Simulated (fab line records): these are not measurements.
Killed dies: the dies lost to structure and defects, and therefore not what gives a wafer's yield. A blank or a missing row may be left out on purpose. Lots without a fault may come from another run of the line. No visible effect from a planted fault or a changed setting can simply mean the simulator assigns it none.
Matching of chambers | flow n5 finfet | N5_BEOL_M0_ETCH_128 on rie diel-04 has 4 sister chambers
The step etches SiCN in CF4/N2, target depth 12 nm, overetch 5.1 nm, time 21.4 s. 4 wafers are shown with their chamber, then 7 later ones without.

## EACH WAFER AND ITS CHAMBER
wafer  | chamber | throttle valve pct (%)
L081.4 | 0       | 14.9
L086.5 | 2       | 15.5
L087.1 | 3       | 14.9
L087.2 | 1       | 15.9

## WAFERS WHOSE CHAMBER IS MISSING
wafer  | throttle valve pct (%)
L087.5 | 15.0
L092.3 | 15.9
L092.4 | 15.5
L092.5 | 15.5
L093.1 | 15.6
L093.2 | 14.9
L093.6 | 15.9

## WHICH CHAMBER EACH ONE RAN IN
wafer  | from the rows above     | in truth
L087.5 | can't be placed: 0 or 3 | 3
L092.3 | 1                       | 1
L092.4 | 2                       | 2
L092.5 | 2                       | 2
L093.1 | 2                       | 2
L093.2 | can't be placed: 0 or 3 | 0
L093.6 | 1                       | 1
Correct placement for 5 of the 7. Can't be placed from these rows: 2 (the true chamber is among the candidates in 2). Wrongly placed: 0.
How it was worked out, from the rows above alone: a wafer's distance from a chamber is the root of the sum, over the readings, of the square of ((its reading less the chamber's mean) divided by the reading's scatter). The wafer belongs to the nearest chamber; if the next one is less than 2 further off, it can't be placed. For every chamber, the mean is computed from those of its wafers that are shown. The scatter: with one shown wafer a chamber, the root of the mean of the squares of how far each hidden wafer lies from its nearest shown one.
